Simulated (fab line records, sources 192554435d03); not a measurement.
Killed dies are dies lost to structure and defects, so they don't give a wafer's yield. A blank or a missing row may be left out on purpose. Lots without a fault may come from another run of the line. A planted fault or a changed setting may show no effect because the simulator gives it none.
fab line records | flow n5_finfet
record lots=6 wafers=18 last_day=17
route steps=1938 shown PASSIVATION@1918
lots that met no fault: from a run of the same line without faults
start_h: hours from the record's first day to the start of the lot's first wafer shown | wait_h: hours since the lot's step before | " the same as in the row above | L1.1+2: a row that stands for several wafers | - no value, or no start given | * or withheld: withheld | < > ~ a bound
route shown NAME@n: a module of which the file shows steps, and the number in the route of the first | usual: mean/standard deviation of fault-free wafers | same: alike in all rows | chamber/n: place in a boat | sites: the reading at each site | _std_site: their standard deviation | _edge_site: outer sites' mean less inner sites' | radius_mm: how far each site lies from the wafer's centre | mask NAME#n: copy n | behind: the tool/chamber that last shaped the wafer | hold: why the lot was held/for how many hours/how that ended | device: the transistor (n, p or np) that didn't switch | end of line: the same wafers' tests at the end of the route | a step without rows: its recipe alone | killed: dies lost to structure and defects at the first sort, not the wafer's yield | map: a wafer's dies, x killed, . not, _ none there
set.NAME: the setting as run; set.NAME@STEP: as run at that earlier step | model.NAME: the simulator's own value behind a step, which no gauge read
lots at some steps of the route; a table a step, a row a wafer
services: from which hour (start_h, from the record's first day; less than 0 if before it) a tool's chamber was out of use, for how many hours, and why
## steps
# step N5_PASSIVATION_COAT_38
# recipe spin_rpm=3000 resist_thk_nm=withheld
# step N5_PASSIVATION_EBR_40
# recipe solvent=PGMEA ebr_width_mm=1.5
# step N5_PASSIVATION_SOFTBAKE_39
# recipe temp_c=110 time_s=120
# step N5_PASSIVATION_EXPOSE_41
# recipe mask_id=PASS_OPEN na=0.55 defocus_nm=0 source_shape=conventional sigma_outer=0.8 polarization=unpolarized target_cd_nm=40000 dose_mj=57.25
# step N5_PASSIVATION_PEB_42
# recipe peb_temp_c=withheld peb_time_s=*
# step N5_PASSIVATION_DEVELOP_43
# recipe develop_time_s=60 rinse_liquid=diw dry=air_spin dev_temp_c=21
# step N5_PASSIVATION_HARDBAKE_45
# recipe temp_c=130 time_s=120
# step N5_PASSIVATION_CD_MEAS_44
# recipe target_cd_nm=40000 landing_energy_ev=500 detector=se_inlens
# usual cd_nm=40000/2.9
# columns lot.wafer tool chamber start_h wait_h cd_nm
L734.4 cd_sem-03 0 315.30 - 40002
L734.5 " 0 " " 40002
L734.6 " 0 " " 39998
L735.1 cd_sem-03 0 315.88 - 39999
L735.3 " 0 " " 40000
L735.6 " 0 " " 39998
L746.2 cd_sem-02 0 380.66 - 40000
L746.3 " 0 " " 40003
L746.5 " 0 " " 40002
L749.3 cd_sem-03 0 403.71 - 39996
L749.4 " 0 " " 39994
L749.6 " 0 " " 39995
L747.1 cd_sem-01 0 410.67 - 40002
L747.5 " 0 " " 40001
L747.6 " 0 " " 40000
L750.1 cd_sem-03 0 411.66 - 39996
L750.3 " 0 " " 39995
L750.6 " 0 " " 39995
# step N5_PASSIVATION_OVL_MEAS_66
# recipe points_per_wafer=44
# usual PASS_OPEN_OVL=0/5.1
# same points_per_wafer=44
# columns lot.wafer tool chamber start_h wait_h PASS_OPEN_OVL[nm]
L734.4 overlay-02 0 315.33 0.0 -4
L734.5 " 0 " " 0
L734.6 " 0 " " -6
L735.1 overlay-01 0 315.91 0.0 9
L735.3 " 0 " " 5
L735.6 " 0 " " 1
L746.2 overlay-02 0 380.69 0.0 -3
L746.3 " 0 " " 6
L746.5 " 0 " " 11
L749.3 overlay-01 0 403.74 0.0 -7
L749.4 " 0 " " 1
L749.6 " 0 " " -4
L747.1 overlay-01 0 410.70 0.0 3
L747.5 " 0 " " 2
L747.6 " 0 " " -2
L750.1 overlay-01 0 411.69 0.0 -6
L750.3 " 0 " " -5
L750.6 " 0 " " 3
# step N5_PASSIVATION_INSPECT_67
# recipe mode=adi inspect_instrument=macro
# usual raw_defect_count=2.0/1.3
# columns lot.wafer tool chamber start_h wait_h raw_defect_count
L734.4 defect_inspect-02 - 315.35 0.0 4
L734.5 " - " " 4
L734.6 " - " " 1
L735.1 defect_inspect-02 - 315.93 0.0 5
L735.3 " - " " 1
L735.6 " - " " 1
L746.2 defect_inspect-01 - 380.72 0.0 0
L746.3 " - " " 0
L746.5 " - " " 2
L749.3 defect_inspect-02 - 403.76 0.0 2
L749.4 " - " " 2
L749.6 " - " " 3
L747.1 defect_inspect-01 - 410.73 0.0 1
L747.5 " - " " 2
L747.6 " - " " 1
L750.1 defect_inspect-02 - 411.72 0.0 1
L750.3 " - " " 1
L750.6 " - " " 2
# step N5_PASSIVATION_DESCUM_46
# recipe chemistry=O2 time_s=7.9 source_power_w=50 bias_power_w=20 pressure_mtorr=20 rf_frequency_hz=2.712e+07 temp_c=40 o2_flow_sccm=225
# usual drypump_motor_current_A=5.9/0.48 oes_product_au=0.83/0.055 rf_vpp_V=243.7/1.2 showerhead_plenum_p_Torr=2.13/0.056 temp_c=40.00/0.11 throttle_valve_pct=20.33/0.14
# columns lot.wafer tool chamber start_h wait_h drypump_motor_current_A oes_product_au rf_hours_counter_h rf_vpp_V showerhead_plenum_p_Torr temp_c throttle_valve_pct
L734.4 rie_diel-03 0 315.40 0.0 5.6 0.85 - 243.9 2.12 39.98 20.31
L734.5 " 1 " " 5.8 0.86 - 245.2 2.21 40.06 20.17
L734.6 " 3 " " 5.5 0.91 - 241.5 2.13 40.22 20.20
L735.1 rie_diel-01 3 316.16 0.2 6.0 0.72 188 241.3 2.09 40.08 20.47
L735.3 " 0 " " 5.5 0.86 55 244.3 2.13 40.05 20.22
L735.6 " 3 " " 6.0 0.72 - 244.1 2.09 40.07 20.51
L746.2 rie_diel-03 2 380.75 0.0 6.6 0.79 126 244.3 2.19 39.83 20.40
L746.3 " 1 " " 5.8 0.83 73 245.7 2.20 39.85 20.20
L746.5 " 3 " " 5.5 0.87 - 244.3 2.12 39.99 20.25
L749.3 rie_diel-01 2 403.80 0.0 5.2 0.82 63 244.6 2.12 39.98 20.41
L749.4 " 0 " " 5.5 0.82 84 242.8 2.12 39.96 20.29
L749.6 " 2 " " 5.2 0.83 - 243.9 2.12 40.32 20.38
L747.1 rie_diel-03 1 410.76 0.0 5.8 0.81 84 243.4 2.19 39.93 20.25
L747.5 " 0 " " 5.6 0.82 - 244.3 2.11 39.78 20.33
L747.6 " 1 " " 5.8 0.80 - 245.4 2.19 39.97 20.23
L750.1 rie_diel-01 3 411.75 0.0 6.0 0.70 218 242.8 2.07 40.12 20.54
L750.3 " 1 " " 5.9 0.78 104 243.9 2.20 39.94 20.10
L750.6 " 0 " " 5.4 0.82 - 244.6 2.12 40.31 20.29
# step N5_PASSIVATION_PASS_ETCH_47
# recipe chemistry=CF4/O2 target=SiNx target_depth_a=7700 time_s=385 ion_energy_ev=100 pressure_mtorr=40 source_w=535 bias_w=49 Ar_flow_sccm=100 cf4_flow_sccm=100 O2_flow_sccm=10
# usual drypump_motor_current_A=5.9/0.48 oes_f_703_au=0.83/0.052 oes_product_au=0.83/0.054 rf_fwd_power_W=534.0/1.5 rf_vpp_V=240.6/2.7 showerhead_plenum_p_Torr=2.25/0.057 throttle_valve_pct=15.76/0.12
# columns lot.wafer tool chamber start_h wait_h drypump_motor_current_A oes_f_703_au oes_product_au rf_fwd_power_W rf_hours_counter_h rf_vpp_V showerhead_plenum_p_Torr throttle_valve_pct
L734.4 rie_diel-03 0 315.53 0.1 5.6 0.86 0.85 536.5 - 238.6 2.24 15.74
L734.5 " 1 " " 5.8 0.86 0.86 535.3 - 238.5 2.33 15.66
L734.6 " 3 " " 5.5 0.89 0.91 532.6 - 242.4 2.25 15.66
L735.1 rie_diel-01 3 316.20 0.0 6.0 0.72 0.72 534.8 188 243.8 2.19 15.93
L735.3 " 0 " " 5.5 0.86 0.86 535.0 55 238.7 2.24 15.63
L735.6 " 3 " " 6.0 0.71 0.72 532.6 - 245.4 2.19 15.93
L746.2 rie_diel-03 2 380.78 0.0 6.6 0.79 0.78 534.7 126 236.6 2.31 15.90
L746.3 " 1 " " 5.8 0.83 0.82 531.5 73 238.2 2.32 15.69
L746.5 " 3 " " 5.5 0.84 0.85 533.0 - 242.1 2.24 15.72
L749.3 rie_diel-01 2 403.83 0.0 5.1 0.83 0.83 534.0 63 240.9 2.24 15.79
L749.4 " 0 " " 5.5 0.83 0.83 535.5 84 240.7 2.22 15.68
L749.6 " 2 " " 5.2 0.83 0.83 533.1 - 243.6 2.24 15.78
L747.1 rie_diel-03 1 410.79 0.0 5.8 0.82 0.80 531.7 84 239.0 2.31 15.72
L747.5 " 0 " " 5.6 0.82 0.82 532.5 - 240.6 2.23 15.79
L747.6 " 1 " " 5.8 0.82 0.80 531.3 - 238.3 2.31 15.73
L750.1 rie_diel-01 3 411.79 0.0 6.0 0.70 0.71 535.0 219 245.5 2.18 15.98
L750.3 " 1 " " 5.9 0.79 0.77 532.1 104 241.1 2.31 15.58
L750.6 " 0 " " 5.5 0.83 0.82 536.5 - 239.2 2.22 15.70
# step N5_PASSIVATION_ETCH_54
# recipe chemistry=CHF3/O2 target=SiO2 target_depth_a=8800 CHF3_flow_sccm=50 O2_flow_sccm=5 Ar_flow_sccm=200 time_s=440 mask_material=PR pressure_mtorr=30 source_w=650 bias_w=170 ion_energy_ev=200
# usual drypump_motor_current_A=5.9/0.48 oes_f_703_au=0.83/0.053 oes_product_au=0.83/0.053 rf_fwd_power_W=649.5/1.9 rf_vpp_V=524/5.5 showerhead_plenum_p_Torr=2.45/0.062 throttle_valve_pct=18.71/0.14
# columns lot.wafer tool chamber start_h wait_h drypump_motor_current_A oes_f_703_au oes_product_au rf_fwd_power_W rf_hours_counter_h rf_vpp_V showerhead_plenum_p_Torr throttle_valve_pct model.etch.depth_nm model.PASSIVATION.feature_depth_nm
L734.4 rie_diel-03 0 315.79 0.1 5.6 0.85 0.85 649.3 - 518 2.44 18.65 871.7 871.8
L734.5 " 1 " " 5.8 0.85 0.85 651.6 - 520 2.55 18.59 881.6 881.6
L734.6 " 3 " " 5.5 0.88 0.90 644.7 - 527 2.45 18.59 881.8 881.8
L735.1 rie_diel-01 3 316.43 0.1 6.0 0.71 0.72 649.7 188 536 2.40 18.86 873 873
L735.3 " 0 " " 5.4 0.87 0.86 651.8 55 522 2.43 18.52 903.4 903.4
L735.6 " 3 " " 6.0 0.71 0.72 648.3 - 534 2.40 18.88 881.1 881.2
L746.2 rie_diel-03 2 381.01 0.1 6.6 0.99 0.79 804.0 126 465 2.53 18.87 960.1 960
L746.3 " 1 " " 5.8 1.05 0.84 807.8 74 467 2.53 18.65 958.1 958.2
L746.5 " 3 " " 5.5 1.06 0.87 804.6 - 473 2.44 18.64 965.8 965.8
L749.3 rie_diel-01 2 404.06 0.1 5.1 0.84 0.83 649.9 63 526 2.44 18.73 888 888
L749.4 " 0 " " 5.5 0.84 0.83 648.0 84 521 2.42 18.59 881 881
L749.6 " 2 " " 5.2 0.83 0.83 650.8 - 527 2.44 18.74 889.9 889.8
L747.1 rie_diel-03 1 411.02 0.1 5.8 1.03 0.82 806.8 85 466 2.53 18.67 957.8 957.8
L747.5 " 0 " " 5.6 1.05 0.83 806.2 - 468 2.43 18.70 941.7 941.8
L747.6 " 1 " " 5.8 1.03 0.82 807.7 - 470 2.53 18.67 955 955
L750.1 rie_diel-01 3 412.02 0.1 6.0 0.69 0.70 648.2 219 535 2.39 18.92 871.2 871.2
L750.3 " 1 " " 5.9 0.79 0.78 648.4 104 524 2.53 18.51 886.3 886.4
L750.6 " 0 " " 5.5 0.84 0.82 650.9 - 523 2.42 18.59 887.7 887.6
# step N5_PASSIVATION_STRIP_48
# recipe chemistry=O2 power_w=600 temp_c=60 pressure_mtorr=30 rf_frequency_hz=6e+07 bias_power_w=0 overash_fraction=0.5 o2_flow_sccm=225
# usual drypump_motor_current_A=5.9/0.48 oes_product_au=0.83/0.055 rf_vpp_V=3.2/2 showerhead_plenum_p_Torr=2.14/0.056 temp_c=60.00/0.13 throttle_valve_pct=16.56/0.14
# columns lot.wafer tool chamber start_h wait_h drypump_motor_current_A oes_product_au rf_hours_counter_h rf_vpp_V showerhead_plenum_p_Torr temp_c throttle_valve_pct
L734.4 rie_diel-03 0 315.96 0.0 5.6 0.87 - 1.8 2.12 59.96 16.45
L734.5 " 1 " " 5.8 0.89 - 1.1 2.21 59.94 16.42
L734.6 " 3 " " 5.5 0.92 - 5.6 2.13 60.06 16.44
L735.1 rie_diel-01 3 316.71 0.1 6.0 0.74 188 1.2 2.09 60.30 16.71
L735.3 " 0 " " 5.5 0.85 55 4.5 2.13 59.76 16.45
L735.6 " 3 " " 5.9 0.76 - 3.6 2.09 59.99 16.70
L746.2 rie_diel-03 2 381.30 0.1 6.6 0.75 126 1.8 2.19 60.14 16.66
L746.3 " 1 " " 5.8 0.85 74 4.0 2.20 59.82 16.47
L746.5 " 3 " " 5.5 0.84 - 3.7 2.12 59.92 16.39
L749.3 rie_diel-01 2 404.35 0.1 5.1 0.85 63 3.3 2.13 60.17 16.58
L749.4 " 0 " " 5.5 0.86 84 0.4 2.12 59.90 16.54
L749.6 " 2 " " 5.2 0.81 - 5.2 2.13 60.15 16.59
L747.1 rie_diel-03 1 411.31 0.1 5.8 0.81 85 2.5 2.20 60.11 16.47
L747.5 " 0 " " 5.6 0.82 - 2.5 2.12 60.12 16.60
L747.6 " 1 " " 5.8 0.83 - 0 2.20 59.96 16.55
L750.1 rie_diel-01 3 412.30 0.1 5.9 0.71 219 2.7 2.08 59.87 16.81
L750.3 " 1 " " 5.9 0.75 104 4.7 2.20 59.91 16.32
L750.6 " 0 " " 5.5 0.83 - 8.0 2.12 59.98 16.56
## services
# columns tool chamber start_h hours kind
rie_diel-03 2 311.50 17.1 repair
rie_diel-03 0 351.69 40.6 repair
rie_diel-03 2 353.13 5.5 repair
rie_diel-03 2 400.10 3.9 repair
## key
first_sign step=N5_PASSIVATION_ETCH_54 reading=rf_fwd_power_W direction=up sigmas=84 usual=* struck=*
effect step=N5_PASSIVATION_ETCH_54 reading=rf_vpp_V direction=down sigmas=10 usual=524 struck=468
model_effect step=N5_PASSIVATION_ETCH_54 value=etch.depth_nm without=880.3 struck=956.4
met_at N5_PASSIVATION_ETCH_54
struck_wafers L746.2,L746.3,L746.5,L747.1,L747.5,L747.6
onset_between 315.79 381.01
fault kind=process_parameter_drift tool=rie_diel-03 chamber=- onset_h=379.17 steps=N5_PASSIVATION_ETCH_54 channel=source_w offset=156 shape=step end_h=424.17 acts_in=these_recipes_only stated=650
